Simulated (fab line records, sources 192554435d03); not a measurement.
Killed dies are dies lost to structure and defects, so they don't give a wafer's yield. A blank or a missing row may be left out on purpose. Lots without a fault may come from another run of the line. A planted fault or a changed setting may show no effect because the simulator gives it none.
Which tool did it? | flow n5_finfet | 23 lots, 69 wafers sampled, at 6 steps of a route of 1938

WHAT THE GAUGES READ, wafer by wafer
N5_HKMG_FIN_OVL_MEAS_13. Usual: NWFM_OVL 0.0 nm, standard deviation 0.66.
lot  | measured     | on         | NWFM_OVL (nm)  | flag
L074 | day 4 03:52  | overlay-02 | 0.1 0.0 -1.1   |
L075 | day 4 08:05  | overlay-02 | 0.0 -0.4 -0.9  |
L076 | day 4 15:10  | overlay-01 | 0.8 0.2 0.3    |
L077 | day 4 21:15  | overlay-01 | 0.8 0.2 0.9    |
L079 | day 5 12:00  | overlay-02 | -0.2 -0.5 -0.3 |
L080 | day 5 19:00  | overlay-02 | 0.3 0.2 0.8    |
L081 | day 6 00:17  | overlay-01 | 1.0 0.4 0.3    |
L082 | day 6 07:08  | overlay-01 | 0.2 0.4 0.1    |
L083 | day 6 10:06  | overlay-02 | 0.1 -0.4 0.3   |
L084 | day 6 19:23  | overlay-02 | -1.3 -0.6 -1.6 |
L085 | day 7 00:08  | overlay-02 | -0.5 0.8 0.0   |
L086 | day 7 06:52  | overlay-02 | 0.7 0.2 0.4    |
L087 | day 7 11:13  | overlay-02 | 0.4 -0.3 -0.3  |
L088 | day 7 19:01  | overlay-02 | -0.5 -0.2 0.1  |
L089 | day 7 23:23  | overlay-01 | 0.1 0.5 -0.9   |
L090 | day 8 03:43  | overlay-01 | -1.1 -0.8 -0.2 |
L091 | day 8 10:26  | overlay-02 | -0.9 -0.5 -1.1 |
L092 | day 8 17:14  | overlay-01 | 0.7 -0.7 0.4   |
L093 | day 9 01:16  | overlay-02 | 0.8 -0.2 -0.5  |
L094 | day 9 02:47  | overlay-02 | -0.2 -0.5 0.6  |
L095 | day 9 10:08  | overlay-01 | -0.1 -0.5 0.2  |
L096 | day 10 00:26 | overlay-01 | 0.5 -0.4 -0.2  |
L097 | day 10 03:46 | overlay-02 | 0.7 1.0 -0.3   |

N5_MOL_CONTACT_COAG_OVL_MEAS_09. Usual: CA_OVL 0.1 nm, standard deviation 0.7.
lot  | measured     | on         | CA_OVL (nm)    | flag
L074 | day 4 15:44  | overlay-02 | -0.4 0.5 -0.6  |
L075 | day 4 20:23  | overlay-02 | -0.6 -0.7 -0.1 |
L076 | day 5 03:23  | overlay-01 | 1.3 -0.3 0.3   |
L077 | day 5 09:31  | overlay-02 | 0.4 -0.1 0.6   |
L079 | day 6 00:19  | overlay-02 | -0.2 -0.2 0.1  |
L080 | day 6 08:08  | overlay-01 | 0.8 0.8 1.2    |
L081 | day 6 13:08  | overlay-02 | 0.4 -0.3 0.9   |
L082 | day 6 20:04  | overlay-02 | 0.0 -0.5 0.1   |
L083 | day 6 22:17  | overlay-01 | -0.6 0.6 -1.0  |
L084 | day 7 08:15  | overlay-01 | -0.7 -0.4 0.2  |
L085 | day 7 15:00  | overlay-02 | 0.7 -0.1 0.0   |
L086 | day 7 20:54  | overlay-01 | -0.1 -1.1 -0.2 |
L087 | day 8 00:08  | overlay-01 | -0.5 -0.6 -0.5 |
L088 | day 8 08:02  | overlay-02 | 0.4 -0.8 -0.3  |
L089 | day 8 11:20  | overlay-01 | -0.3 0.2 -0.6  |
L090 | day 8 15:56  | overlay-02 | 0.4 1.6 0.1    |
L091 | day 9 00:28  | overlay-01 | 0.6 1.5 0.4    |
L092 | day 9 05:40  | overlay-02 | 0.1 -0.3 0.2   |
L093 | day 9 13:19  | overlay-01 | -1.3 0.2 0.0   |
L094 | day 9 14:52  | overlay-01 | -0.9 -0.4 0.4  |
L095 | day 9 22:22  | overlay-02 | 0.4 -1.3 -0.8  |
L096 | day 10 12:58 | overlay-02 | 0.3 0.9 0.1    |
L097 | day 10 15:37 | overlay-01 | 1.0 1.6 1.6    |

WHICH TOOL RAN EACH LOT (tool, then ch and the chambers of the sampled wafers, then the start)
lot  | N5_DUMMY_REMOVAL_STRIP_10         | N5_GATE_CUT_ETCH_56               | N5_GATE_CUT_PECVD_57           | N5_GATE_CUT_ETCH_36
L074 | rie_diel-03 ch 0,3, day 3 22:41   | rie_metal-01 ch 0,1, day 4 08:29  | pecvd-01 ch 0,1, day 4 11:10   | rie_diel-04 ch 2,3, day 4 12:05
L075 | rie_diel-02 ch 1,2,3, day 4 03:19 | rie_metal-01 ch 1, day 4 12:43    | pecvd-03 ch 0,2, day 4 15:38   | rie_diel-03 ch 0,1,3, day 4 16:41
L076 | rie_diel-03 ch 0,1,3, day 4 10:13 | rie_metal-02 ch 0,1, day 4 19:51  | pecvd-04 ch 0,2, day 4 22:48   | rie_diel-03 ch 0,2,3, day 4 23:44
L077 | rie_diel-03 ch 0,1, day 4 16:30   | rie_metal-03 ch 0,1, day 5 02:14  | pecvd-03 ch 0,1,2, day 5 04:55 | rie_diel-03 ch 0,2, day 5 05:52
L079 | rie_diel-04 ch 0,2, day 5 06:42   | rie_metal-03 ch 0,1, day 5 16:41  | pecvd-04 ch 0,1,2, day 5 19:20 | rie_diel-03 ch 1,2,3, day 5 20:16
L080 | rie_diel-02 ch 1,2,3, day 5 14:08 | rie_metal-02 ch 0, day 5 23:46    | pecvd-04 ch 1,2, day 6 02:41   | rie_diel-03 ch 2,3, day 6 04:28
L081 | rie_diel-02 ch 0,2,3, day 5 18:36 | rie_metal-02 ch 0,1, day 6 05:28  | pecvd-01 ch 0,2, day 6 08:33   | rie_diel-03 ch 0,1,2, day 6 09:28
L082 | rie_diel-02 ch 0,1,2, day 6 01:56 | rie_metal-03 ch 1, day 6 12:06    | pecvd-04 ch 1,2, day 6 14:55   | rie_diel-04 ch 1,2,3, day 6 15:57
L083 | rie_diel-02 ch 1,2,3, day 6 04:41 | rie_metal-01 ch 0,1, day 6 14:55  | pecvd-03 ch 0,1,2, day 6 17:36 | rie_diel-02 ch 0,2,3, day 6 18:39
L084 | rie_diel-04 ch 1,3, day 6 14:11   | rie_metal-01 ch 0,1, day 7 00:16  | pecvd-04 ch 0,2, day 7 02:59   | rie_diel-02 ch 0,1, day 7 03:54
L085 | rie_diel-02 ch 0,3, day 6 19:08   | rie_metal-01 ch 1, day 7 05:02    | pecvd-01 ch 0,2, day 7 09:21   | rie_diel-04 ch 2,3, day 7 10:49
L086 | rie_diel-03 ch 0,3, day 7 01:40   | rie_metal-03 ch 0, day 7 12:22    | pecvd-01 ch 0,1,2, day 7 16:10 | rie_diel-03 ch 0,1,2, day 7 17:05
L087 | rie_diel-03 ch 1,2,3, day 7 06:16 | rie_metal-03 ch 0,1, day 7 15:48  | pecvd-04 ch 1,2, day 7 19:23   | rie_diel-02 ch 0,1, day 7 20:29
L088 | rie_diel-02 ch 1,3, day 7 13:54   | rie_metal-03 ch 0,1, day 7 23:37  | pecvd-01 ch 1,2, day 8 02:37   | rie_diel-04 ch 0,2, day 8 03:55
L089 | rie_diel-03 ch 0,2,3, day 7 18:29 | rie_metal-01 ch 0,1, day 8 04:03  | pecvd-03 ch 0,1, day 8 06:44   | rie_diel-02 ch 0,3, day 8 07:42
L090 | rie_diel-03 ch 0,1,3, day 7 22:29 | rie_metal-02 ch 0,1, day 8 08:25  | pecvd-01 ch 0,2, day 8 11:22   | rie_diel-03 ch 0,2,3, day 8 12:17
L091 | rie_diel-02 ch 0,1, day 8 05:25   | rie_metal-03 ch 0,1, day 8 15:21  | pecvd-04 ch 0,1,2, day 8 18:02 | rie_diel-04 ch 0,1,3, day 8 19:04
L092 | rie_diel-03 ch 0,2,3, day 8 10:53 | rie_metal-02 ch 0,1, day 8 22:05  | pecvd-01 ch 1,2, day 9 00:59   | rie_diel-02 ch 0,1,3, day 9 02:01
L093 | rie_diel-03 ch 0,2,3, day 8 19:13 | rie_metal-03 ch 0,1, day 9 05:52  | pecvd-03 ch 0,2, day 9 08:35   | rie_diel-04 ch 0,1,2, day 9 09:37
L094 | rie_diel-04 ch 1,3, day 8 21:31   | rie_metal-03 ch 0,1, day 9 07:25  | pecvd-01 ch 1,2, day 9 10:05   | rie_diel-03 ch 0,1,2, day 9 11:02
L095 | rie_diel-04 ch 0,3, day 9 04:56   | rie_metal-02 ch 0,1, day 9 14:45  | pecvd-04 ch 0,1, day 9 17:38   | rie_diel-02 ch 0,1,3, day 9 18:41
L096 | rie_diel-02 ch 0,2,3, day 9 19:05 | rie_metal-02 ch 0,1, day 10 05:13 | pecvd-04 ch 0,1, day 10 07:54  | rie_diel-03 ch 0,2,3, day 10 08:52
L097 | rie_diel-03 ch 0,1,2, day 9 22:39 | rie_metal-02 ch 0,1, day 10 08:22 | pecvd-03 ch 0,1, day 10 11:03  | rie_diel-03 ch 0,1,2, day 10 11:58
- N5_DUMMY_REMOVAL_STRIP_10: strips in N2/H2, time 40 s.
- N5_GATE_CUT_ETCH_56: etches TiN in Cl2/Ar, target depth 21.6 nm.
- N5_GATE_CUT_PECVD_57: deposits SiNx from SiH4/NH3/N2, target thk 21 nm.
- N5_GATE_CUT_ETCH_36: etches SiARC in CF4, target depth 13 nm, time 21.7 s.

WHAT THE TOOLS THEMSELVES READ (means of the sampled wafers that have a number; where no wafer has one, the mark that the record gives instead)
N5_DUMMY_REMOVAL_STRIP_10. Usual: drypump_motor_current_A 5.8 A, standard deviation 0.44; oes_product_au 0.74 a.u., standard deviation 0.056; rf_vpp_V 45.3 V, standard deviation 0.8; showerhead_plenum_p_Torr 3.33 Torr, standard deviation 0.11; temp_c 39.98 C, standard deviation 0.11; throttle_valve_pct 12.25 %, standard deviation 0.2.
lot  | tool        | drypump_motor_current_A (A) | oes_product_au (a.u.) | rf_vpp_V (V) | showerhead_plenum_p_Torr (Torr) | temp_c (C) | throttle_valve_pct (%) | flag
L074 | rie_diel-03 | 6.2                         | 0.82                  | 44.5         | 3.27                            | 39.88      | 12.12                  |
L075 | rie_diel-02 | 5.7                         | 0.72                  | 45.8         | 3.31                            | 39.92      | 12.07                  |
L076 | rie_diel-03 | 5.7                         | 0.76                  | 46.0         | 3.33                            | 39.89      | 12.21                  |
L077 | rie_diel-03 | 5.6                         | 0.75                  | 44.2         | 3.31                            | 40.19      | 12.26                  |
L079 | rie_diel-04 | 5.6                         | 0.71                  | 45.3         | 3.35                            | 40.01      | 12.47                  |
L080 | rie_diel-02 | 5.7                         | 0.72                  | 44.7         | 3.31                            | 40.00      | 12.09                  |
L081 | rie_diel-02 | 5.7                         | 0.71                  | 45.1         | 3.39                            | 40.08      | 12.28                  |
L082 | rie_diel-02 | 5.5                         | 0.74                  | 45.0         | 3.28                            | 39.98      | 12.14                  |
L083 | rie_diel-02 | 5.7                         | 0.71                  | 45.2         | 3.30                            | 39.97      | 12.10                  |
L084 | rie_diel-04 | 5.9                         | 0.75                  | 45.1         | 3.41                            | 39.92      | 12.36                  |
L085 | rie_diel-02 | 5.9                         | 0.74                  | 45.2         | 3.42                            | 39.94      | 12.37                  |
L086 | rie_diel-03 | 6.2                         | 0.77                  | 45.3         | 3.24                            | 39.92      | 12.21                  |
L087 | rie_diel-03 | 5.7                         | 0.74                  | 45.1         | 3.32                            | 40.04      | 12.28                  |
L088 | rie_diel-02 | 5.9                         | 0.75                  | 45.5         | 3.24                            | 39.99      | 11.98                  |
L089 | rie_diel-03 | 6.2                         | 0.77                  | 45.1         | 3.25                            | 39.86      | 12.25                  |
L090 | rie_diel-03 | 5.7                         | 0.73                  | 45.9         | 3.32                            | 39.97      | 12.27                  |
L091 | rie_diel-02 | 5.7                         | 0.75                  | 45.1         | 3.29                            | 40.00      | 12.23                  |
L092 | rie_diel-03 | 6.2                         | 0.77                  | 45.2         | 3.25                            | 40.06      | 12.27                  |
L093 | rie_diel-03 | 6.2                         | 0.76                  | 44.5         | 3.24                            | 39.96      | 12.27                  |
L094 | rie_diel-04 | 5.9                         | 0.73                  | 45.6         | 3.40                            | 40.00      | 12.40                  |
L095 | rie_diel-04 | 5.7                         | 0.71                  | 45.1         | 3.34                            | 39.95      | 12.53                  |
L096 | rie_diel-02 | 5.7                         | 0.87                  | 45.8         | 3.38                            | 40.02      | 11.92                  |
L097 | rie_diel-03 | 5.7                         | 0.82                  | 45.5         | 3.30                            | 39.97      | 12.17                  |

N5_GATE_CUT_ETCH_56. Usual: drypump_motor_current_A 5.9 A, standard deviation 0.3; oes_product_au 0.79 a.u., standard deviation 0.11; rf_fwd_power_W 596.7 W, standard deviation 1.8; throttle_valve_pct 20.68 %, standard deviation 0.11.
lot  | tool         | drypump_motor_current_A (A) | oes_product_au (a.u.) | rf_fwd_power_W (W) | throttle_valve_pct (%) | flag
L074 | rie_metal-01 | 5.4                         | 0.75                  | 594.8              | 20.82                  |
L075 | rie_metal-01 | 5.3                         | 0.65                  | 596.1              | 20.88                  |
L076 | rie_metal-02 | 6.2                         | 0.76                  | 596.2              | 20.73                  |
L077 | rie_metal-03 | 6.0                         | 0.71                  | 593.9              | 20.64                  |
L079 | rie_metal-03 | 5.9                         | 0.76                  | 596.3              | 20.62                  |
L080 | rie_metal-02 | 6.2                         | 0.84                  | 598.5              | 20.71                  |
L081 | rie_metal-02 | 6.2                         | 0.88                  | 595.3              | 20.63                  |
L082 | rie_metal-03 | 5.8                         | 0.79                  | 593.5              | 20.64                  |
L083 | rie_metal-01 | 5.4                         | 0.73                  | 597.6              | 20.82                  |
L084 | rie_metal-01 | 5.5                         | 0.81                  | 596.5              | 20.77                  |
L085 | rie_metal-01 | 5.4                         | 0.64                  | 599.2              | 20.90                  |
L086 | rie_metal-03 | 6.1                         | 0.67                  | 595.0              | 20.65                  |
L087 | rie_metal-03 | 5.9                         | 0.75                  | 598.5              | 20.65                  |
L088 | rie_metal-03 | 5.9                         | 0.74                  | 596.7              | 20.63                  |
L089 | rie_metal-01 | 5.5                         | 0.73                  | 596.8              | 20.83                  |
L090 | rie_metal-02 | 6.2                         | 0.90                  | 597.1              | 20.54                  |
L091 | rie_metal-03 | 5.9                         | 0.74                  | 597.2              | 20.65                  |
L092 | rie_metal-02 | 6.2                         | 0.88                  | 595.5              | 20.55                  |
L093 | rie_metal-03 | 6.0                         | 0.70                  | 594.9              | 20.66                  |
L094 | rie_metal-03 | 5.9                         | 0.74                  | 596.7              | 20.64                  |
L095 | rie_metal-02 | 6.2                         | 0.85                  | 596.8              | 20.65                  |
L096 | rie_metal-02 | 6.2                         | 0.84                  | 597.6              | 20.64                  |
L097 | rie_metal-02 | 6.2                         | 0.88                  | 595.7              | 20.56                  |

N5_GATE_CUT_PECVD_57. Usual: heater_power_w 784 W, standard deviation 150; rf_fwd_power_W 297.1 W, standard deviation 1.2; showerhead_plenum_p_Torr 5.13 Torr, standard deviation 0.084; showerhead_vpp_V 1067 V, standard deviation 56; throttle_valve_pct 39.9 %, standard deviation 1.9.
lot  | tool     | heater_power_w (W) | rf_fwd_power_W (W) | showerhead_plenum_p_Torr (Torr) | showerhead_vpp_V (V) | throttle_valve_pct (%) | flag
L074 | pecvd-01 | 777                | 297.3              | 5.12                            | 1040                 | 40.0                   |
L075 | pecvd-03 | 908                | 298.0              | 5.06                            | 1038                 | 39.6                   |
L076 | pecvd-04 | 704                | 295.8              | 5.15                            | 1054                 | 38.8                   |
L077 | pecvd-03 | 811                | 297.1              | 5.12                            | 1058                 | 39.9                   |
L079 | pecvd-04 | 699                | 297.8              | 5.12                            | 1053                 | 39.5                   |
L080 | pecvd-04 | 775                | 296.6              | 5.19                            | 1013                 | 40.3                   |
L081 | pecvd-01 | 958                | 296.2              | 5.20                            | 1116                 | 40.0                   |
L082 | pecvd-04 | 710                | 297.7              | 5.18                            | 1010                 | 40.2                   |
L083 | pecvd-03 | 865                | 297.1              | 5.12                            | 1073                 | 40.0                   |
L084 | pecvd-04 | 793                | 296.0              | 5.22                            | 1024                 | 39.6                   |
L085 | pecvd-01 | 879                | 297.1              | 5.19                            | 1120                 | 40.0                   |
L086 | pecvd-01 | 849                | 296.3              | 5.15                            | 1084                 | 40.1                   |
L087 | pecvd-04 | 685                | 296.9              | 5.11                            | 1048                 | 40.3                   |
L088 | pecvd-01 | 828                | 297.9              | 5.16                            | 1125                 | 38.3                   |
L089 | pecvd-03 | 846                | 298.5              | 5.15                            | 1119                 | 41.4                   |
L090 | pecvd-01 | 824                | 297.3              | 5.18                            | 1060                 | 41.8                   |
L091 | pecvd-04 | 716                | 295.3              | 5.12                            | 1053                 | 39.6                   |
L092 | pecvd-01 | 905                | 297.7              | 5.12                            | 1086                 | 38.4                   |
L093 | pecvd-03 | 950                | 297.6              | 5.06                            | 1025                 | 40.1                   |
L094 | pecvd-01 | 830                | 297.6              | 5.13                            | 1085                 | 38.4                   |
L095 | pecvd-04 | 545                | 297.5              | 5.06                            | 1075                 | 38.9                   |
L096 | pecvd-04 | 601                | 296.9              | 5.06                            | 1063                 | 38.9                   |
L097 | pecvd-03 | 714                | 297.7              | 5.17                            | 1106                 | 40.3                   |

N5_GATE_CUT_ETCH_36. Usual: drypump_motor_current_A 5.8 A, standard deviation 0.45; etch_rf_on_time_s 21.7 s, standard deviation 0.34; oes_product_au 0.65 a.u., standard deviation 0.063; rf_fwd_power_W 531.6 W, standard deviation 1.8; rf_vpp_V 183.7 V, standard deviation 1.2; showerhead_plenum_p_Torr 2.11 Torr, standard deviation 0.067; throttle_valve_pct 15.62 %, standard deviation 0.22.
lot  | tool        | drypump_motor_current_A (A) | etch_rf_on_time_s (s) | oes_product_au (a.u.) | rf_fwd_power_W (W) | rf_vpp_V (V) | showerhead_plenum_p_Torr (Torr) | throttle_valve_pct (%) | flag
L074 | rie_diel-04 | 5.7                         | 21.8                  | 0.61                  | 531.6              | 185.1        | 2.13                            | 15.84                  |
L075 | rie_diel-03 | 5.7                         | 21.5                  | 0.65                  | 530.6              | 184.1        | 2.11                            | 15.65                  |
L076 | rie_diel-03 | 6.2                         | 21.8                  | 0.67                  | 532.3              | 183.1        | 2.07                            | 15.59                  |
L077 | rie_diel-03 | 6.1                         | 21.7                  | 0.65                  | 532.0              | 182.0        | 2.06                            | 15.66                  |
L079 | rie_diel-03 | 5.7                         | 21.6                  | 0.64                  | 533.0              | 183.1        | 2.12                            | 15.62                  |
L080 | rie_diel-03 | 6.2                         | 21.8                  | 0.67                  | 531.9              | 183.7        | 2.07                            | 15.55                  |
L081 | rie_diel-03 | 5.7                         | 21.7                  | 0.62                  | 533.2              | 183.5        | 2.10                            | 15.68                  |
L082 | rie_diel-04 | 5.9                         | 21.9                  | 0.62                  | 530.8              | 183.9        | 2.16                            | 15.73                  |
L083 | rie_diel-02 | 5.7                         | 21.8                  | 0.60                  | 532.4              | 183.7        | 2.15                            | 15.62                  |
L084 | rie_diel-02 | 5.7                         | 22.0                  | 0.65                  | 532.4              | 183.1        | 2.10                            | 15.60                  |
L085 | rie_diel-04 | 5.8                         | 21.8                  | 0.61                  | 531.2              | 184.1        | 2.12                            | 15.83                  |
L086 | rie_diel-03 | 5.7                         | 21.9                  | 0.61                  | 531.8              | 184.1        | 2.10                            | 15.71                  |
L087 | rie_diel-02 | 5.7                         | 21.6                  | 0.65                  | 531.6              | 182.7        | 2.04                            | 15.40                  |
L088 | rie_diel-04 | 5.7                         | 21.9                  | 0.58                  | 530.8              | 182.5        | 2.12                            | 15.92                  |
L089 | rie_diel-02 | 5.9                         | 21.9                  | 0.62                  | 531.9              | 184.9        | 2.16                            | 15.73                  |
L090 | rie_diel-03 | 6.2                         | 21.8                  | 0.65                  | 530.6              | 183.2        | 2.06                            | 15.65                  |
L091 | rie_diel-04 | 5.8                         | 21.9                  | 0.61                  | 530.8              | 184.0        | 2.15                            | 15.78                  |
L092 | rie_diel-02 | 5.9                         | 21.6                  | 0.70                  | 531.6              | 183.7        | 2.11                            | 15.37                  |
L093 | rie_diel-04 | 5.8                         | 21.8                  | 0.70                  | 531.8              | 183.9        | 2.15                            | 15.65                  |
L094 | rie_diel-03 | 5.7                         | 21.5                  | 0.70                  | 532.2              | 184.3        | 2.10                            | 15.56                  |
L095 | rie_diel-02 | 5.9                         | 21.4                  | 0.70                  | 530.8              | 183.5        | 2.10                            | 15.38                  |
L096 | rie_diel-03 | 6.2                         | 21.7                  | 0.64                  | 530.9              | 183.4        | 2.05                            | 15.67                  |
L097 | rie_diel-03 | 5.7                         | 21.7                  | 0.69                  | 531.4              | 183.2        | 2.09                            | 15.57                  |

THE ANSWER, worked out from the rows above alone
Rule: a lot is off if the mean of its wafers that have a number lies more than 3 standard deviations from the usual mean. A lot without any number at a reading at which 4 lots or more have one is off too. The other lots that the step has rows for count as sound. The gauges are gone through in route order, then the tools' own readings, and for those a lot's mean is taken as printed above. The first step at which some lot is off is used, and at that step the reading that is off furthest; a lot without a number counts as furthest.
No lot is off at any reading shown: from this, nothing can be told.

WHAT THE SIMULATOR HAD PUT IN
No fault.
